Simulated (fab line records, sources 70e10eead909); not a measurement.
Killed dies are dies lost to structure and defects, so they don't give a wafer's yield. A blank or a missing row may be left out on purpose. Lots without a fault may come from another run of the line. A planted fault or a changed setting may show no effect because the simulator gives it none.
fab line records | flow nand_harc | part 2 of 2: steps 15 to 25 of 25
record lots=5 wafers=15 last_day=23
route steps=1159 shown A_STAIRCASE@613
lots that met no fault: from a run of the same line without faults
start_h: hours from the record's first day to the start of the lot's first wafer shown | wait_h: hours since the lot's step before | " the same as in the row above | L1.1+2: a row that stands for several wafers | - no value, or no start given | * or withheld: withheld | < > ~ a bound
route shown NAME@n: a module of which the file shows steps, and the number in the route of the first | usual: mean/standard deviation of fault-free wafers | same: alike in all rows | chamber/n: place in a boat | sites: the reading at each site | _std_site: their standard deviation | _edge_site: outer sites' mean less inner sites' | radius_mm: how far each site lies from the wafer's centre | mask NAME#n: copy n | behind: the tool/chamber that last shaped the wafer | hold: why the lot was held/for how many hours/how that ended | device: the transistor (n, p or np) that didn't switch | end of line: the same wafers' tests at the end of the route | a step without rows: its recipe alone | killed: dies lost to structure and defects at the first sort, not the wafer's yield | map: a wafer's dies, x killed, . not, _ none there
set.NAME: the setting as run; set.NAME@STEP: as run at that earlier step | model.NAME: the simulator's own value behind a step, which no gauge read
lots at some steps of the route; a table a step, a row a wafer
services: from which hour (start_h, from the record's first day; less than 0 if before it) a tool's chamber was out of use, for how many hours, and why
## steps
# step NHARC_A_STAIRCASE_ETCH_234
# recipe target_depth_a=1000 time_s=40.5 ion_energy_ev=400 c4f8_flow_sccm=20 o2_flow_sccm=10 ar_flow_sccm=withheld rf_w=600 bias_w=1000 chemistry=C4F8/O2
# usual oes_product_au=0.944/0.014 rf_fwd_power_W=592.8/2.7 rf_vpp_V=896/7.5
# columns lot.wafer tool chamber start_h wait_h oes_product_au rf_fwd_power_W rf_hours_counter_h rf_vpp_V
L076.2 rie_diel-12 0 - - 0.940 593.1 25 906
L076.4 " 1 " " 0.959 589.8 19 894
L076.5 " 1 " " 0.956 592.0 - 892
L083.4 rie_diel-01 1 - - 0.912 586.5 56 893
L083.3 " 3 " " 0.954 598.0 61 890
L083.5 " 1 " " 0.911 584.4 - 893
L087.1 rie_diel-01 2 - - 0.937 592.7 0 907
L087.3 " 0 " " 0.948 590.8 0 906
L087.2 " 1 " " 0.937 590.1 0 893
L088.3 rie_diel-01 1 - - 0.923 587.4 2 894
L088.1 " 2 " " 0.917 598.5 2 905
L088.6 " 3 " " 0.938 592.7 - 890
L094.2 rie_diel-13 1 - - 0.950 593.2 27 901
L094.3 " 2 " " 0.961 590.3 29 887
L094.1 " 0 " " 0.946 596.2 32 903
# step NHARC_A_STAIRCASE_TRIM_235
# recipe time_s=211.2 o2_flow_sccm=500 ar_flow_sccm=0 bias_w=0 chemistry=O2
# usual drypump_motor_current_A=5.8/0.39 oes_product_au=1.002/0.014 rf_vpp_V=57.7/0.92 showerhead_plenum_p_Torr=3.51/0.2 throttle_valve_pct=17.036/0.01
# columns lot.wafer tool chamber start_h wait_h drypump_motor_current_A oes_product_au rf_hours_counter_h rf_vpp_V showerhead_plenum_p_Torr throttle_valve_pct
L076.4 rie_diel-12 1 - - 6.0 1.025 19 57.5 3.42 17.048
L076.2 " 0 " " 5.1 0.989 25 58.1 3.79 17.028
L076.5 " 1 " " 6.1 1.006 - 56.9 3.42 17.042
L083.4 rie_diel-01 1 - - 5.9 0.974 57 58.7 3.45 17.038
L083.3 " 3 " " 6.1 1.007 62 56.5 3.39 17.035
L083.5 " 0 " " 5.4 1.013 - 56.1 3.28 17.030
L087.1 rie_diel-01 3 - - 6.1 0.997 0 56.8 3.38 17.032
L087.3 " 0 " " 5.4 0.998 0 57.6 3.81 17.033
L087.2 " 1 " " 5.9 0.984 0 56.2 3.44 17.017
L088.3 rie_diel-01 1 - - 5.9 0.991 2 58.8 3.44 17.042
L088.1 " 2 " " 5.6 1.004 2 58.4 3.80 17.040
L088.6 " 1 " " 5.9 0.981 - 57.2 3.44 17.050
L094.1 rie_diel-13 1 - - 5.3 1.004 27 57.3 3.66 17.027
L094.2 " 2 " " 6.5 1.003 29 57.1 3.28 17.049
L094.3 " 3 " " 6.3 0.995 33 58.0 3.66 17.028
# step NHARC_A_STAIRCASE_ETCH_236
# recipe target_depth_a=1000 time_s=40.5 ion_energy_ev=400 c4f8_flow_sccm=20 o2_flow_sccm=10 ar_flow_sccm=withheld rf_w=600 bias_w=1000 chemistry=C4F8/O2
# usual oes_product_au=0.941/0.015 rf_fwd_power_W=592.9/2.8 rf_vpp_V=896/7.5
# columns lot.wafer tool chamber start_h wait_h oes_product_au rf_fwd_power_W rf_hours_counter_h rf_vpp_V
L076.4 rie_diel-12 0 - - 0.937 596.9 25 906
L076.2 " 1 " " 0.951 592.9 19 893
L076.5 " 1 " " 0.946 590.6 - 890
L083.4 rie_diel-01 2 - - 0.932 593.6 54 906
L083.3 " 3 " " 0.949 593.1 62 892
L083.5 " 2 " " 0.931 590.4 - 906
L087.2 rie_diel-01 0 - - 0.948 590.1 0 905
L087.1 " 1 " " 0.942 583.7 0 892
L087.3 " 2 " " 0.935 595.0 0 906
L088.1 rie_diel-01 1 - - 0.916 588.2 2 892
L088.3 " 2 " " 0.945 592.6 2 906
L088.6 " 1 " " 0.933 588.0 - 894
L094.1 rie_diel-13 1 - - 0.952 592.6 28 901
L094.3 " 2 " " 0.964 591.8 29 887
L094.2 " 0 " " 0.946 593.1 32 904
# step NHARC_A_STAIRCASE_STRIP_238
# recipe power_w=1500 temp_c=250 chemistry=O2
# usual drypump_motor_current_A=5.6/0.34 heater_power_w=352/32
# columns lot.wafer tool chamber start_h wait_h drypump_motor_current_A heater_power_w rf_hours_counter_h
L076.2 plasma_asher-02 1 271.01 0.1 5.9 316 27
L076.4 " 1 " " 5.9 316 -
L076.5 " 1 " " 5.9 316 -
L083.3 plasma_asher-02 0 301.26 0.2 5.8 353 -
L083.4 " 1 " " 5.9 324 -
L083.5 " 1 " " 5.9 323 -
L087.1 plasma_asher-02 0 326.76 0.1 5.8 363 48
L087.2 " 1 " " 5.9 319 48
L087.3 " 0 " " 5.8 358 -
L088.1 plasma_asher-01 1 333.34 0.1 5.4 338 16
L088.3 " 0 " " 5.0 400 -
L088.6 " 1 " " 5.4 339 -
L094.2 plasma_asher-01 0 357.69 0.1 5.0 400 25
L094.1 " 1 " " 5.4 337 25
L094.3 " 0 " " 5.0 413 -
# step NHARC_A_STAIRCASE_STRIP_239
# recipe time_s=900 temp_c=130 chemistry=SPM
# columns lot.wafer tool chamber start_h wait_h
L076.5+2+4 wet_bench-02 3,5,6 271.39 0.1
L083.4+3+5 wet_bench-02 0,1,4 301.52 0.2
L087.1+3+2 wet_bench-04 4,5,7 327.11 0.3
L088.6+1+3 wet_bench-07 4,5,7 333.65 0.1
L094.2+3+1 wet_bench-04 5,6,0 358.04 0.3
# step NHARC_A_STAIRCASE_PRECLEAN_240
# recipe time_s=* temp_c=50 bath_age_min=0 chemistry=SC1
# columns lot.wafer tool chamber start_h wait_h
L076.5+2+4 wet_bench-02 3,5,6 - -
L083.4+3+5 wet_bench-02 0,1,4 - -
L087.1+3+2 wet_bench-04 4,5,7 - -
L088.6+1+3 wet_bench-07 4,5,7 - -
L094.2+3+1 wet_bench-04 5,6,0 - -
# step NHARC_A_STAIRCASE_SRD_241
# columns lot.wafer tool chamber start_h wait_h
L076.5+2+4 wet_bench-02 3,5,6 - -
L083.4+3+5 wet_bench-02 0,1,4 - -
L087.1+3+2 wet_bench-04 4,5,7 - -
L088.6+1+3 wet_bench-07 4,5,7 - -
L094.2+3+1 wet_bench-04 5,6,0 - -
# step NHARC_A_STAIRCASE_DEHYDRATE_242
# recipe temp_c=150 time_s=120
# usual exhaust_pa=45.1/1
# columns lot.wafer tool chamber start_h wait_h exhaust_pa
L076.2 litho_track-07 0 271.83 - 45.9
L076.4 " 0 " " 45.4
L076.5 " 0 " " 46.7
L083.3 litho_track-03 0 301.98 - 45.3
L083.4 " 0 " " 45.0
L083.5 " 0 " " 46.6
L087.1 litho_track-02 0 327.57 - 45.6
L087.2 " 0 " " 45.1
L087.3 " 0 " " 44.3
L088.1 litho_track-07 0 334.10 - 44.7
L088.3 " 0 " " 44.1
L088.6 " 0 " " 44.5
L094.1 litho_track-07 0 358.50 - 44.8
L094.2 " 0 " " 44.8
L094.3 " 0 " " 44.0
# step NHARC_A_STAIRCASE_HMDS_243
# recipe time_s=30
# usual exhaust_pa=45.0/0.79
# columns lot.wafer tool chamber start_h wait_h exhaust_pa
L076.2 litho_track-07 0 - - 43.7
L076.4 " 0 " " 44.6
L076.5 " 0 " " 44.8
L083.3 litho_track-03 0 - - 44.1
L083.4 " 0 " " 43.1
L083.5 " 0 " " 43.4
L087.1 litho_track-02 0 - - 45.2
L087.2 " 0 " " 45.7
L087.3 " 0 " " 45.7
L088.1 litho_track-07 0 - - 44.9
L088.3 " 0 " " 45.7
L088.6 " 0 " " 45.5
L094.1 litho_track-07 0 - - 45.7
L094.2 " 0 " " 46.1
L094.3 " 0 " " 45.0
# step NHARC_A_STAIRCASE_COAT_244
# recipe spin_rpm=1200
# usual exhaust_pa=44.9/0.88
# columns lot.wafer tool chamber start_h wait_h exhaust_pa
L076.2 litho_track-07 0 - - 43.9
L076.4 " 0 " " 45.5
L076.5 " 0 " " 45.8
L083.3 litho_track-03 0 - - 43.9
L083.4 " 0 " " 44.8
L083.5 " 0 " " 44.2
L087.1 litho_track-02 0 - - 42.5
L087.2 " 0 " " 45.2
L087.3 " 0 " " 44.1
L088.1 litho_track-07 0 - - 45.7
L088.3 " 0 " " 45.6
L088.6 " 0 " " 44.6
L094.1 litho_track-07 0 - - 46.0
L094.2 " 0 " " 45.3
L094.3 " 0 " " 45.8
# step NHARC_A_STAIRCASE_SOFTBAKE_245
# recipe temp_c=135 time_s=170
# usual exhaust_pa=44.8/0.89
# columns lot.wafer tool chamber start_h wait_h exhaust_pa
L076.2 litho_track-07 0 - - 44.8
L076.4 " 0 " " 43.2
L076.5 " 0 " " 44.6
L083.3 litho_track-03 0 - - 43.5
L083.4 " 0 " " 45.5
L083.5 " 0 " " 44.2
L087.1 litho_track-02 0 - - 44.3
L087.2 " 0 " " 44.8
L087.3 " 0 " " 44.6
L088.1 litho_track-07 0 - - 45.3
L088.3 " 0 " " 45.2
L088.6 " 0 " " 44.4
L094.1 litho_track-07 0 - - 45.8
L094.2 " 0 " " 44.9
L094.3 " 0 " " 46.4
## services
# columns tool chamber start_h hours kind
rie_diel-13 0 255.16 - clean
rie_diel-13 1 255.16 - clean
rie_diel-13 2 255.16 - clean
rie_diel-13 3 255.16 - clean
wet_bench-07 - 272.01 8.0 pm
plasma_asher-01 - 276.00 9.0 pm
rie_diel-13 - 276.00 9.0 pm
rie_diel-13 0 276.00 9.0 vent_cycle
rie_diel-13 1 276.00 9.0 vent_cycle
rie_diel-13 2 276.00 9.0 vent_cycle
rie_diel-13 3 276.00 9.0 vent_cycle
rie_diel-13 0 285.00 - clean
rie_diel-13 1 285.00 - clean
rie_diel-13 2 285.00 - clean
rie_diel-13 3 285.00 - clean
rie_diel-13 3 285.00 - consumable_replace:focus_ring
rie_diel-13 0 309.53 - clean
rie_diel-13 1 309.53 - clean
rie_diel-13 2 309.53 - clean
rie_diel-01 - 316.00 9.0 pm
wet_bench-04 - 339.20 8.0 pm
litho_track-02 - 340.01 7.0 pm
wet_bench-07 - 348.08 5.1 repair
wet_bench-02 - 356.00 8.0 pm
